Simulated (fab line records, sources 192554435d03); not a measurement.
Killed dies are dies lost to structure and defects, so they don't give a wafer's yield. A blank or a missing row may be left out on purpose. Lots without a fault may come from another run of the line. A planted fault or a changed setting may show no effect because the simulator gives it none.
fab line records | flow n5_finfet
record lots=24 wafers=72 last_day=17
route steps=1938 shown BEOL_M7@1278
lots that met no fault: from a run of the same line without faults
start_h: hours from the record's first day to the start of the lot's first wafer shown | wait_h: hours since the lot's step before | " the same as in the row above | L1.1+2: a row that stands for several wafers | - no value, or no start given | * or withheld: withheld | < > ~ a bound
route shown NAME@n: a module of which the file shows steps, and the number in the route of the first | usual: mean/standard deviation of fault-free wafers | same: alike in all rows | chamber/n: place in a boat | sites: the reading at each site | _std_site: their standard deviation | _edge_site: outer sites' mean less inner sites' | radius_mm: how far each site lies from the wafer's centre | mask NAME#n: copy n | behind: the tool/chamber that last shaped the wafer | hold: why the lot was held/for how many hours/how that ended | device: the transistor (n, p or np) that didn't switch | end of line: the same wafers' tests at the end of the route | a step without rows: its recipe alone | killed: dies lost to structure and defects at the first sort, not the wafer's yield | map: a wafer's dies, x killed, . not, _ none there
set.NAME: the setting as run; set.NAME@STEP: as run at that earlier step | model.NAME: the simulator's own value behind a step, which no gauge read
steps of the route over a sample of lots; a table a step, a row a wafer
services: from which hour (start_h, from the record's first day; less than 0 if before it) a tool's chamber was out of use, for how many hours, and why
## steps
# step N5_BEOL_M7_INSPECT_13
# recipe mode=adi inspect_instrument=brightfield
# usual raw_defect_count=401/86
# columns lot.wafer tool chamber start_h wait_h raw_defect_count
L074.2 defect_inspect-02 - 192.99 0.0 269
L074.3 " - " " 348
L074.4 " - " " 324
L075.4 defect_inspect-02 - 193.14 0.0 365
L075.5 " - " " 361
L075.6 " - " " 393
L076.2 defect_inspect-01 - 206.32 0.0 338
L076.3 " - " " 386
L076.6 " - " " 494
L078.2 defect_inspect-02 - 208.19 0.0 459
L078.3 " - " " 458
L078.4 " - " " 285
L077.3 defect_inspect-02 - 214.74 0.0 202
L077.5 " - " " 363
L077.6 " - " " 391
L079.1 defect_inspect-02 - 214.90 0.0 380
L079.2 " - " " 422
L079.6 " - " " 389
L080.1 defect_inspect-01 - 218.23 0.0 539
L080.3 " - " " 551
L080.4 " - " " 470
L081.1 defect_inspect-01 - 221.80 0.0 484
L081.3 " - " " 420
L081.6 " - " " 483
L082.1 defect_inspect-02 - 242.39 0.0 368
L082.3 " - " " 338
L082.4 " - " " 313
L083.1 defect_inspect-01 - 242.68 0.0 430
L083.4 " - " " 504
L083.5 " - " " 563
L084.2 defect_inspect-02 - 246.35 0.0 434
L084.3 " - " " 432
L084.6 " - " " 464
L085.2 defect_inspect-01 - 251.36 0.0 487
L085.4 " - " " 396
L085.5 " - " " 363
L086.2 defect_inspect-01 - 254.28 0.0 410
L086.3 " - " " 533
L086.6 " - " " 442
L087.3 defect_inspect-02 - 266.87 0.0 493
L087.5 " - " " 352
L087.6 " - " " 284
L089.1 defect_inspect-02 - 269.73 0.0 393
L089.2 " - " " 285
L089.3 " - " " 315
L088.1 defect_inspect-01 - 278.99 0.0 499
L088.5 " - " " 512
L088.6 " - " " 516
L090.1 defect_inspect-01 - 286.17 0.0 367
L090.3 " - " " 342
L090.5 " - " " 435
L091.2 defect_inspect-01 - 286.41 0.0 457
L091.5 " - " " 481
L091.6 " - " " 366
L093.2 defect_inspect-02 - 298.38 0.0 332
L093.3 " - " " 359
L093.4 " - " " 366
L092.1 defect_inspect-02 - 302.38 0.0 295
L092.2 " - " " 337
L092.4 " - " " 296
L095.2 defect_inspect-02 - 306.51 0.0 293
L095.5 " - " " 345
L095.6 " - " " 325
L094.3 defect_inspect-02 - 314.79 0.0 380
L094.4 " - " " 302
L094.6 " - " " 524
L096.4 defect_inspect-02 - 318.36 0.0 379
L096.5 " - " " 341
L096.6 " - " " 334
L097.2 defect_inspect-02 - 334.45 0.0 343
L097.4 " - " " 390
L097.6 " - " " 321
# step N5_BEOL_M7_ETCH_62
# recipe chemistry=N2/H2 target=SOC target_depth_a=1100 overetch_a=220 mask_material=SiARC temp_c=40 time_s=165 ion_energy_ev=200 pressure_mtorr=30 source_w=840 bias_w=150 n2_flow_sccm=200 h2_flow_sccm=200
# usual drypump_motor_current_A=5.5/0.54 h2_flow_sccm=200.0/0.54 n2_flow_sccm=200.0/0.57 oes_product_au=0.67/0.071 rf_vpp_V=523/3.2 showerhead_plenum_p_Torr=2.52/0.12 throttle_valve_pct=17.85/0.28
# same time_s=165
# columns lot.wafer tool chamber start_h wait_h drypump_motor_current_A h2_flow_sccm n2_flow_sccm oes_product_au rf_hours_counter_h rf_vpp_V showerhead_plenum_p_Torr throttle_valve_pct
L074.2 rie_diel-06 3 193.13 0.0 4.7 198.5 201.0 0.70 96 525 2.55 17.77
L074.3 " 2 " " 4.7 200.3 201.0 0.59 231 522 2.51 18.21
L074.4 " 1 " " 5.4 200.9 199.2 0.67 101 527 2.64 17.45
L075.4 rie_diel-03 2 193.34 0.1 5.3 200.2 199.8 0.72 - 522 2.47 17.78
L075.5 " 3 " " 6.5 199.2 198.1 0.59 - 522 2.40 17.82
L075.6 " 1 " " 5.0 200.6 200.2 0.74 - 529 2.71 17.60
L076.2 rie_diel-06 3 206.47 0.0 4.7 199.5 201.3 0.70 100 525 2.55 17.76
L076.3 " 2 " " 4.7 199.0 200.2 0.59 235 522 2.51 18.19
L076.6 " 3 " " 4.8 199.0 200.4 0.70 - 526 2.55 17.77
L078.2 rie_diel-02 2 208.31 0.0 5.6 199.5 199.9 0.70 84 521 2.45 17.75
L078.3 " 3 " " 6.0 200.1 198.7 0.81 10 526 2.62 17.52
L078.4 " 0 " " 5.7 200.1 200.6 0.63 150 518 2.36 18.28
L077.3 rie_diel-03 2 214.86 0.0 5.3 199.3 200.0 0.71 58 521 2.47 17.81
L077.5 " 1 " " 5.0 199.1 199.5 0.73 - 528 2.71 17.62
L077.6 " 2 " " 5.2 200.1 199.9 0.71 - 522 2.47 17.79
L079.1 rie_diel-03 1 215.12 0.0 5.1 200.4 200.0 0.73 42 527 2.71 17.64
L079.2 " 3 " " 6.5 199.8 200.3 0.59 247 521 2.39 17.83
L079.6 " 3 " " 6.5 200.8 199.6 0.59 - 520 2.40 17.83
L080.1 rie_diel-02 3 218.36 0.0 6.0 200.0 200.8 0.80 12 525 2.62 17.51
L080.3 " 0 " " 5.7 200.0 200.5 0.62 153 518 2.36 18.29
L080.4 " 2 " " 5.7 199.5 199.8 0.71 87 520 2.45 17.78
L081.1 rie_diel-03 2 221.94 0.0 5.3 200.6 199.0 0.71 61 523 2.47 17.81
L081.3 " 3 " " 6.5 200.0 199.8 0.58 250 520 2.39 17.84
L081.6 " 3 " " 6.5 200.4 199.6 0.59 - 521 2.39 17.84
L082.1 rie_diel-03 1 242.51 0.0 5.0 200.1 200.5 0.72 52 528 2.70 17.62
L082.3 " 2 " " 5.3 200.6 199.6 0.71 69 522 2.47 17.82
L082.4 " 2 " " 5.3 200.9 199.3 0.70 - 522 2.47 17.81
L083.1 rie_diel-06 0 242.85 0.0 6.3 200.0 199.9 0.60 237 518 2.42 18.40
L083.4 " 3 " " 4.8 200.2 199.9 0.68 111 524 2.55 17.78
L083.5 " 2 " " 4.7 201.0 199.6 0.59 - 523 2.50 18.23
L084.2 rie_diel-03 2 246.48 0.0 5.2 200.0 200.6 0.70 71 522 2.47 17.82
L084.3 " 3 " " 6.5 199.5 201.3 0.59 259 520 2.39 17.86
L084.6 " 3 " " 6.5 199.9 200.2 0.58 - 520 2.39 17.86
L085.2 rie_diel-02 3 251.53 0.0 6.0 199.0 198.9 0.79 23 526 2.61 17.53
L085.4 " 2 " " 5.7 200.4 201.3 0.70 - 521 2.44 17.76
L085.5 " 0 " " 5.7 200.1 199.7 0.62 - 519 2.35 18.31
L086.2 rie_diel-06 2 254.66 0.0 4.8 200.8 200.0 0.59 248 523 2.50 18.21
L086.3 " 3 " " 4.8 199.3 200.1 0.68 116 524 2.54 17.79
L086.6 " 1 " " 5.4 200.2 199.4 0.65 - 528 2.64 17.49
L087.3 rie_diel-06 3 267.06 0.0 4.8 200.3 200.1 0.67 121 525 2.54 17.79
L087.5 " 1 " " 5.4 200.3 199.3 0.65 - 527 2.63 17.50
L087.6 " 3 " " 4.8 199.4 200.5 0.68 - 525 2.54 17.80
L089.1 rie_diel-03 0 269.89 0.0 5.9 199.7 200.1 0.59 215 525 2.63 17.75
L089.2 " 1 " " 5.0 199.5 199.3 0.70 65 527 2.70 17.65
L089.3 " 2 " " 5.3 199.7 200.5 0.69 81 522 2.46 17.85
L088.1 rie_diel-02 2 279.14 0.0 5.7 200.1 199.7 0.69 108 521 2.44 17.81
L088.5 " 0 " " 5.7 198.5 199.5 0.62 - 518 2.35 18.31
L088.6 " 2 " " 5.7 199.4 200.3 0.69 - 521 2.44 17.80
L090.1 rie_diel-06 3 286.35 0.0 4.8 200.1 199.1 0.67 127 524 2.54 17.81
L090.3 " 1 " " 5.4 200.0 199.4 0.64 135 527 2.63 17.51
L090.5 " 0 " " 6.3 200.5 199.9 0.59 - 521 2.41 18.44
L091.2 rie_diel-02 1 286.67 0.0 5.5 200.7 199.4 0.78 8 524 2.48 17.74
L091.5 " 0 " " 5.7 199.5 201.1 0.61 - 518 2.35 18.33
L091.6 " 2 " " 5.7 199.4 199.4 0.69 - 520 2.44 17.81
L093.2 rie_diel-06 1 298.55 0.1 5.4 200.2 199.7 0.64 140 526 2.63 17.52
L093.3 " 1 " " 5.4 201.0 199.9 0.64 - 526 2.63 17.50
L093.4 " 2 " " 4.7 200.4 199.5 0.82 - 521 2.50 17.72
L092.1 rie_diel-03 3 302.51 0.0 6.5 200.1 199.6 0.81 10 528 2.71 17.38
L092.2 " 1 " " 5.0 200.2 199.9 0.70 77 528 2.69 17.68
L092.4 " 0 " " 6.0 199.3 199.3 0.59 226 527 2.62 17.76
L095.2 rie_diel-02 0 306.86 0.1 5.7 199.5 200.2 0.61 184 517 2.34 18.34
L095.5 " 2 " " 5.6 200.2 200.6 0.68 - 523 2.43 17.81
L095.6 " 0 " " 5.7 198.9 200.3 0.61 - 519 2.34 18.34
L094.3 rie_diel-02 2 315.21 0.0 5.7 200.6 199.7 0.67 123 521 2.43 17.82
L094.4 " 0 " " 5.7 200.5 199.1 0.61 - 518 2.34 18.35
L094.6 " 2 " " 5.7 200.2 200.3 0.68 - 521 2.43 17.84
L096.4 rie_diel-06 2 318.76 0.1 4.8 199.9 200.4 0.79 - 523 2.50 17.75
L096.5 " 3 " " 4.7 199.8 199.9 0.67 - 525 2.54 17.81
L096.6 " 0 " " 6.2 200.3 199.9 0.81 - 529 2.73 17.99
L097.2 rie_diel-03 3 334.82 0.0 6.4 198.4 200.5 0.78 19 528 2.70 17.40
L097.4 " 2 " " 5.3 200.7 199.7 0.67 101 522 2.45 17.88
L097.6 " 0 " " 5.9 199.8 200.0 0.58 - 526 2.62 17.77
# step N5_BEOL_M7_TRENCH_ETCH_37
# recipe chemistry=C4F6/O2 target_depth_a=934.78 target=SiCOH_lowk time_s=31.2 ion_energy_ev=250 pressure_mtorr=30 source_w=345 bias_w=185 Ar_flow_sccm=300 C4F6_flow_sccm=10 O2_flow_sccm=10
# usual drypump_motor_current_A=5.6/0.54 oes_product_au=0.79/0.088 rf_vpp_V=655/14 showerhead_plenum_p_Torr=2.83/0.13 throttle_valve_pct=20.98/0.24
# same time_s=31.2
# columns lot.wafer tool chamber start_h wait_h drypump_motor_current_A oes_product_au rf_hours_counter_h rf_vpp_V showerhead_plenum_p_Torr throttle_valve_pct
L075.4 rie_diel-03 2 - - 5.3 0.85 - 663 2.78 21.02
L075.5 " 1 " " 5.1 0.88 - 647 3.02 20.66
L075.6 " 3 " " 6.5 0.68 - 636 2.67 20.82
L074.2 rie_diel-02 3 - - 6.0 0.95 6 678 2.96 20.85
L074.3 " 1 " " 5.5 0.68 236 637 2.81 21.42
L074.4 " 0 " " 5.7 0.74 146 667 2.65 21.26
L076.2 rie_diel-06 3 - - 4.8 0.82 101 656 2.83 20.81
L076.3 " 0 " " 6.3 0.71 228 677 2.70 21.36
L076.6 " 3 " " 4.8 0.82 - 655 2.83 20.81
L078.2 rie_diel-02 3 - - 6.0 0.94 10 679 2.96 20.88
L078.3 " 1 " " 5.5 0.68 240 638 2.81 21.42
L078.4 " 0 " " 5.7 0.73 150 667 2.64 21.29
L077.3 rie_diel-06 0 - - 6.2 0.70 231 677 2.69 21.36
L077.5 " 0 " " 6.2 0.70 - 677 2.69 21.35
L077.6 " 3 " " 4.7 0.82 - 655 2.83 20.81
L079.1 rie_diel-02 0 - - 5.8 0.73 153 668 2.64 21.26
L079.2 " 3 " " 6.0 0.94 12 681 2.96 20.87
L079.6 " 1 " " 5.4 0.67 - 637 2.81 21.43
L080.1 rie_diel-06 3 - - 4.8 0.82 105 655 2.83 20.80
L080.3 " 0 " " 6.2 0.70 232 676 2.69 21.37
L080.4 " 1 " " 5.4 0.79 110 648 3.00 20.90
L081.1 rie_diel-06 2 - - 4.7 0.68 241 648 2.82 21.34
L081.3 " 1 " " 5.4 0.79 111 649 3.00 20.91
L081.6 " 3 " " 4.7 0.81 - 654 2.83 20.80
L082.1 rie_diel-02 2 - - 5.6 0.80 95 643 2.75 20.91
L082.3 " 3 " " 6.0 0.91 20 679 2.95 20.87
L082.4 " 2 " " 5.6 0.80 - 644 2.75 20.91
L083.1 rie_diel-02 2 - - 5.7 0.81 95 643 2.75 20.91
L083.4 " 2 " " 5.7 0.80 - 643 2.75 20.92
L083.5 " 3 " " 6.0 0.92 - 680 2.95 20.90
L084.2 rie_diel-02 2 - - 5.6 0.81 96 643 2.75 20.90
L084.3 " 0 " " 5.8 0.73 161 668 2.64 21.30
L084.6 " 2 " " 5.7 0.80 - 642 2.75 20.92
L085.2 rie_diel-03 3 - - 6.5 0.66 262 636 2.66 20.85
L085.4 " 3 " " 6.5 0.67 - 637 2.66 20.87
L085.5 " 2 " " 5.3 0.81 - 664 2.77 21.04
L086.2 rie_diel-03 1 - - 5.1 0.83 58 646 3.01 20.70
L086.3 " 3 " " 6.5 0.67 263 635 2.66 20.86
L086.6 " 2 " " 5.3 0.82 - 661 2.77 21.05
L087.3 rie_diel-06 1 - - 5.4 0.77 127 648 2.99 20.94
L087.5 " 0 " " 6.3 0.69 - 677 2.69 21.41
L087.6 " 3 " " 4.8 0.80 - 655 2.82 20.83
L089.1 rie_diel-06 3 - - 4.7 0.80 123 654 2.82 20.83
L089.2 " 1 " " 5.4 0.79 128 647 2.99 20.91
L089.3 " 0 " " 6.2 0.69 249 676 2.69 21.38
L088.1 rie_diel-02 1 - - 5.4 0.92 6 637 2.81 21.02
L088.5 " 0 " " 5.7 0.72 - 666 2.63 21.29
L088.6 " 1 " " 5.4 0.92 - 636 2.81 21.01
L090.1 rie_diel-06 1 - - 5.4 0.77 135 648 2.99 20.93
L090.3 " 2 " " 4.7 0.98 0 649 2.82 20.93
L090.5 " 2 " " 4.7 0.99 - 649 2.82 20.95
L091.2 rie_diel-02 0 - - 5.7 0.72 176 666 2.63 21.33
L091.5 " 2 " " 5.6 0.79 - 642 2.74 20.94
L091.6 " 3 " " 6.0 0.90 - 680 2.95 20.91
L093.2 rie_diel-03 2 - - 5.3 0.79 91 664 2.76 21.07
L093.3 " 0 " " 5.9 0.68 225 646 2.94 20.89
L093.4 " 3 " " 6.5 0.96 9 647 2.99 20.44
L092.1 rie_diel-03 3 - - 6.4 0.95 11 646 2.99 20.45
L092.2 " 2 " " 5.3 0.79 93 663 2.76 21.08
L092.4 " 1 " " 5.1 0.81 78 647 3.00 20.73
L095.2 rie_diel-03 1 - - 5.0 0.81 78 648 3.00 20.73
L095.5 " 2 " " 5.3 0.80 - 662 2.76 21.07
L095.6 " 3 " " 6.4 0.94 - 647 2.99 20.45
L094.3 rie_diel-02 3 - - 6.0 0.89 35 678 2.95 20.90
L094.4 " 0 " " 5.7 0.71 188 666 2.63 21.34
L094.6 " 1 " " 5.5 0.89 - 637 2.80 21.04
L096.4 rie_diel-06 2 - - 4.7 0.92 - 650 2.81 20.93
L096.5 " 0 " " 6.2 0.97 - 687 3.02 21.05
L096.6 " 3 " " 4.7 0.79 - 654 2.82 20.85
L097.2 rie_diel-03 3 - - 6.4 0.91 20 645 2.99 20.48
L097.4 " 3 " " 6.5 0.91 - 646 2.99 20.47
L097.6 " 0 " " 5.9 0.67 - 647 2.93 20.92
# step N5_BEOL_M7_ETCH_41
# recipe chemistry=CH3F/O2 target=SiCN target_depth_a=319 taper_deg=2 time_s=57.8 ion_energy_ev=120 mask_material=TiN pressure_mtorr=30 source_w=395 bias_w=75 Ar_flow_sccm=150 CH3F_flow_sccm=30 O2_flow_sccm=20
# usual drypump_motor_current_A=5.6/0.53 oes_product_au=0.79/0.088 rf_vpp_V=297.2/2 showerhead_plenum_p_Torr=1.99/0.092 throttle_valve_pct=16.37/0.24
# same time_s=57.8
# columns lot.wafer tool chamber start_h wait_h drypump_motor_current_A oes_product_au rf_hours_counter_h rf_vpp_V showerhead_plenum_p_Torr throttle_valve_pct
L075.4 rie_diel-03 2 - - 5.3 0.84 - 295.9 1.95 16.38
L075.5 " 1 " " 5.0 0.87 - 300.1 2.12 16.02
L075.6 " 3 " " 6.5 0.68 - 293.6 1.87 16.35
L074.2 rie_diel-02 3 - - 6.0 0.96 6 299.0 2.08 16.12
L074.3 " 1 " " 5.5 0.69 236 296.5 1.98 16.84
L074.4 " 0 " " 5.7 0.74 146 293.0 1.85 16.60
L076.2 rie_diel-06 3 - - 4.7 0.82 101 297.8 1.99 16.27
L076.3 " 0 " " 6.3 0.71 228 295.8 1.89 16.78
L076.6 " 3 " " 4.7 0.83 - 297.9 1.99 16.28
L078.2 rie_diel-02 3 - - 6.0 0.94 10 297.9 2.08 16.14
L078.3 " 1 " " 5.4 0.68 240 298.0 1.98 16.83
L078.4 " 0 " " 5.7 0.73 150 294.8 1.85 16.61
L077.3 rie_diel-06 0 - - 6.2 0.70 231 295.6 1.89 16.78
L077.5 " 0 " " 6.3 0.71 - 295.6 1.89 16.79
L077.6 " 3 " " 4.7 0.81 - 296.1 1.99 16.30
L079.1 rie_diel-02 0 - - 5.7 0.73 153 295.4 1.85 16.62
L079.2 " 3 " " 6.0 0.94 12 298.6 2.08 16.13
L079.6 " 1 " " 5.5 0.68 - 297.8 1.98 16.85
L080.1 rie_diel-06 3 - - 4.8 0.83 105 297.4 1.99 16.30
L080.3 " 0 " " 6.2 0.70 232 295.7 1.89 16.80
L080.4 " 1 " " 5.4 0.79 110 299.5 2.11 16.29
L081.1 rie_diel-06 2 - - 4.7 0.68 241 297.6 1.98 16.70
L081.3 " 1 " " 5.4 0.79 111 299.4 2.11 16.27
L081.6 " 3 " " 4.7 0.81 - 296.9 1.99 16.30
L082.1 rie_diel-02 2 - - 5.6 0.81 95 296.1 1.93 16.29
L082.3 " 3 " " 6.0 0.92 20 296.6 2.07 16.16
L082.4 " 2 " " 5.6 0.81 - 296.2 1.93 16.31
L083.1 rie_diel-02 2 - - 5.6 0.80 95 296.4 1.93 16.31
L083.4 " 2 " " 5.6 0.81 - 295.1 1.93 16.28
L083.5 " 3 " " 6.0 0.92 - 297.8 2.07 16.16
L084.2 rie_diel-02 2 - - 5.7 0.80 96 295.7 1.93 16.30
L084.3 " 0 " " 5.7 0.73 161 293.7 1.85 16.64
L084.6 " 2 " " 5.7 0.81 - 296.7 1.93 16.30
L085.2 rie_diel-03 3 - - 6.4 0.67 262 295.2 1.87 16.40
L085.4 " 3 " " 6.4 0.66 - 296.3 1.87 16.42
L085.5 " 2 " " 5.3 0.81 - 294.8 1.94 16.43
L086.2 rie_diel-03 1 - - 5.0 0.83 58 300.5 2.11 16.06
L086.3 " 3 " " 6.4 0.66 263 294.8 1.87 16.40
L086.6 " 2 " " 5.3 0.81 - 295.5 1.94 16.42
L087.3 rie_diel-06 1 - - 5.4 0.78 127 299.5 2.11 16.31
L087.5 " 0 " " 6.2 0.69 - 296.3 1.88 16.82
L087.6 " 3 " " 4.8 0.82 - 296.6 1.99 16.33
L089.1 rie_diel-06 3 - - 4.8 0.80 123 298.1 1.99 16.33
L089.2 " 1 " " 5.4 0.77 128 299.5 2.11 16.30
L089.3 " 0 " " 6.2 0.69 249 297.3 1.88 16.81
L088.1 rie_diel-02 1 - - 5.5 0.92 6 296.2 1.97 16.33
L088.5 " 0 " " 5.7 0.72 - 294.9 1.84 16.67
L088.6 " 1 " " 5.5 0.92 - 297.0 1.97 16.33
L090.1 rie_diel-06 1 - - 5.4 0.77 135 298.0 2.10 16.33
L090.3 " 2 " " 4.7 0.98 0 297.2 1.98 16.18
L090.5 " 2 " " 4.7 0.99 - 297.5 1.98 16.20
L091.2 rie_diel-02 0 - - 5.7 0.70 176 294.0 1.84 16.66
L091.5 " 2 " " 5.7 0.79 - 296.5 1.93 16.34
L091.6 " 3 " " 6.0 0.89 - 297.2 2.07 16.18
L093.2 rie_diel-03 2 - - 5.3 0.80 91 295.4 1.94 16.45
L093.3 " 0 " " 5.9 0.67 225 299.6 2.07 16.38
L093.4 " 3 " " 6.4 0.95 9 300.2 2.11 15.91
L092.1 rie_diel-03 3 - - 6.5 0.95 11 300.5 2.11 15.92
L092.2 " 2 " " 5.2 0.79 93 294.7 1.94 16.47
L092.4 " 1 " " 5.0 0.80 78 299.0 2.11 16.09
L095.2 rie_diel-03 1 - - 5.0 0.81 78 300.3 2.11 16.10
L095.5 " 2 " " 5.2 0.79 - 297.0 1.93 16.45
L095.6 " 3 " " 6.5 0.94 - 300.6 2.11 15.91
L094.3 rie_diel-02 3 - - 6.0 0.89 35 299.6 2.07 16.18
L094.4 " 0 " " 5.7 0.70 188 293.5 1.84 16.70
L094.6 " 1 " " 5.5 0.88 - 296.3 1.97 16.35
L096.4 rie_diel-06 2 - - 4.7 0.91 - 296.2 1.97 16.24
L096.5 " 0 " " 6.2 0.97 - 301.2 2.13 16.37
L096.6 " 3 " " 4.8 0.80 - 297.7 1.98 16.35
L097.2 rie_diel-03 3 - - 6.5 0.92 21 300.5 2.11 15.92
L097.4 " 3 " " 6.5 0.92 - 300.3 2.11 15.92
L097.6 " 0 " " 5.9 0.66 - 298.3 2.06 16.38
# step N5_BEOL_M7_OCD_MEAS_38
# usual trench_depth_nm=92.0/1.5
# columns lot.wafer tool chamber start_h wait_h trench_depth_nm
L075.4 ocd-01 - 196.30 - 93.1
L075.5 " - " " 92.0
L075.6 " - " " 90.2
L074.2 ocd-02 - 196.40 - 91.8
L074.3 " - " " 90.5
L074.4 " - " " 91.1
L076.2 ocd-01 - 210.44 - 94.0
L076.3 " - " " 92.6
L076.6 " - " " 93.1
L078.2 ocd-02 - 210.60 - 92.1
L078.3 " - " " 91.4
L078.4 " - " " 91.8
L077.3 ocd-01 - 217.61 - 91.7
L077.5 " - " " 92.1
L077.6 " - " " 94.3
L079.1 ocd-02 - 217.70 - 91.2
L079.2 " - " " 91.4
L079.6 " - " " 89.5
L080.1 ocd-02 - 221.48 - 94.1
L080.3 " - " " 92.2
L080.4 " - " " 93.8
L081.1 ocd-01 - 223.24 - 89.1
L081.3 " - " " 94.2
L081.6 " - " " 94.0
L082.1 ocd-01 - 245.80 - 90.3
L082.3 " - " " 91.2
L082.4 " - " " 90.9
L083.1 ocd-02 - 246.20 - 91.3
L083.4 " - " " 91.6
L083.5 " - " " 92.0
L084.2 ocd-02 - 248.17 - 91.9
L084.3 " - " " 92.8
L084.6 " - " " 92.0
L085.2 ocd-01 - 254.24 - 89.7
L085.4 " - " " 89.7
L085.5 " - " " 92.1
L086.2 ocd-02 - 256.09 - 92.4
L086.3 " - " " 89.9
L086.6 " - " " 93.7
L087.3 ocd-01 - 269.73 - 94.5
L087.5 " - " " 91.1
L087.6 " - " " 93.8
L089.1 ocd-01 - 271.35 - 94.8
L089.2 " - " " 95.4
L089.3 " - " " 91.7
L088.1 ocd-02 - 280.80 - 91.1
L088.5 " - " " 91.8
L088.6 " - " " 91.2
L090.1 ocd-02 - 287.87 - 95.5
L090.3 " - " " 90.6
L090.5 " - " " 90.6
L091.2 ocd-01 - 290.78 - 90.6
L091.5 " - " " 91.3
L091.6 " - " " 92.0
L093.2 ocd-02 - 299.95 - 91.9
L093.3 " - " " 90.7
L093.4 " - " " 92.8
L092.1 ocd-01 - 306.75 - 93.2
L092.2 " - " " 92.4
L092.4 " - " " 93.0
L095.2 ocd-02 - 308.41 - 92.3
L095.5 " - " " 91.9
L095.6 " - " " 91.7
L094.3 ocd-02 - 317.35 - 91.3
L094.4 " - " " 91.9
L094.6 " - " " 91.4
L096.4 ocd-02 - 323.21 - 90.8
L096.5 " - " " 96.7
L096.6 " - " " 93.3
L097.2 ocd-02 - 336.77 - 91.7
L097.4 " - " " 91.0
L097.6 " - " " 90.0
# step N5_BEOL_M7_ALD_77
# recipe material=TaN target_thk_a=20 temp_c=275 ald_precursor_family=PDMAT ald_co_reactant=NH3 pressure_torr=3 carrier_flow_sccm=1500 pulse_time_s=2 purge_time_s=3 co_reactant_purge_time_s=2 co_reactant_pulse_time_s=3 ald_cycles=40 precursor_vessel_temp_c=75 precursor_vessel_pressure_torr=26.25 precursor_vessel_carrier_sccm=1000
# usual heater_power_w=419/39 precursor_vessel_carrier_sccm=1000/3.3
# same co_reactant_pulse_time_s=3 purge_time_s=3
# columns lot.wafer tool chamber start_h wait_h heater_power_w precursor_vessel_carrier_sccm
L075.4 ald_metal-02 3 197.08 0.1 464 1002
L075.5 " 1 " " 398 998
L075.6 " 0 " " 448 1001
L074.2 ald_metal-01 1 197.43 0.1 469 1001
L074.3 " 3 " " 417 1000
L074.4 " 0 " " 362 1004
L076.2 ald_metal-01 0 211.23 0.1 359 1005
L076.3 " 2 " " 432 1003
L076.6 " 0 " " 376 999
L078.2 ald_metal-03 3 211.30 0.1 418 1006
L078.3 " 0 " " 509 998
L078.4 " 2 " " 376 999
L077.3 ald_metal-02 2 218.31 0.1 381 994
L077.5 " 3 " " 451 997
L077.6 " 2 " " 372 1001
L079.1 ald_metal-03 1 218.39 0.0 426 1005
L079.2 " 2 " " 367 998
L079.6 " 2 " " 360 1002
L080.1 ald_metal-01 3 222.31 0.0 409 998
L080.3 " 0 " " 372 999
L080.4 " 2 " " 431 1002
L081.1 ald_metal-03 0 224.50 0.0 493 1003
L081.3 " 1 " " 432 1006
L081.6 " 0 " " 496 1004
L082.1 ald_metal-02 2 246.47 0.1 367 999
L082.3 " 1 " " 398 996
L082.4 " 3 " " 455 1000
L083.1 ald_metal-01 0 247.24 0.1 373 998
L083.4 " 3 " " 398 999
L083.5 " 3 " " 417 1004
L084.2 ald_metal-01 3 249.48 0.0 411 996
L084.3 " 1 " " 467 1001
L084.6 " 3 " " 401 1007
L085.2 ald_metal-01 2 256.16 0.0 426 998
L085.4 " 3 " " 395 1005
L085.5 " 0 " " 365 999
L086.2 ald_metal-02 1 256.98 0.1 392 997
L086.3 " 0 " " 455 1000
L086.6 " 3 " " 460 998
L087.3 ald_metal-01 3 270.78 0.0 401 1002
L087.5 " 0 " " 374 1004
L087.6 " 1 " " 458 1004
L089.1 ald_metal-02 3 272.36 0.0 474 1002
L089.2 " 1 " " 395 993
L089.3 " 2 " " 375 992
L088.1 ald_metal-03 1 282.09 0.0 435 1000
L088.5 " 1 " " 422 1003
L088.6 " 2 " " 371 998
L090.1 ald_metal-02 2 290.44 0.0 385 1000
L090.3 " 0 " " 441 995
L090.5 " 3 " " 451 998
L091.2 ald_metal-01 2 291.69 0.0 422 998
L091.5 " 3 " " 409 994
L091.6 " 2 " " 437 1001
L093.2 ald_metal-03 1 301.27 0.1 426 1000
L093.3 " 3 " " 417 999
L093.4 " 2 " " 360 999
L092.1 ald_metal-03 0 307.44 0.0 483 999
L092.2 " 2 " " 374 1005
L092.4 " 3 " " 409 999
L095.2 ald_metal-02 2 309.77 0.0 367 993
L095.5 " 2 " " 369 998
L095.6 " 1 " " 399 1001
L094.3 ald_metal-03 2 318.06 0.1 370 1000
L094.4 " 3 " " 421 998
L094.6 " 0 " " 495 999
L096.4 ald_metal-01 1 324.01 0.2 464 1003
L096.5 " 0 " " 369 1006
L096.6 " 3 " " 399 1004
L097.2 ald_metal-01 3 337.65 0.0 402 999
L097.4 " 2 " " 434 1000
L097.6 " 0 " " 370 996
## services
# columns tool chamber start_h hours kind
ald_metal-03 - 198.21 2.6 repair
rie_diel-02 1 245.26 - clean
rie_diel-02 1 245.26 - consumable_replace:focus_ring
rie_diel-02 1 245.26 17.8 scheduled_down
rie_diel-02 1 245.26 17.8 vent_cycle
rie_diel-06 2 262.16 - clean
rie_diel-06 2 262.16 - consumable_replace:focus_ring
rie_diel-06 2 262.16 25.1 scheduled_down
rie_diel-06 2 262.16 25.1 vent_cycle
rie_diel-03 0 274.83 3.8 repair
rie_diel-06 3 276.39 6.5 repair
rie_diel-02 3 277.39 11.6 repair
rie_diel-06 0 287.31 - clean
rie_diel-06 0 287.31 - consumable_replace:focus_ring
rie_diel-06 3 289.56 18.8 repair
ald_metal-03 - 291.66 0.7 repair
rie_diel-02 3 297.64 18.1 repair
rie_diel-02 1 303.65 4.8 repair
ald_metal-02 - 310.20 1.5 repair
ald_metal-01 0 310.92 5.6 repair
rie_diel-06 1 313.27 20.2 repair
rie_diel-02 0 320.60 12.9 repair
rie_diel-03 2 336.02 2.5 repair
ald_metal-03 - 337.43 14.0 pm
## key
fault none
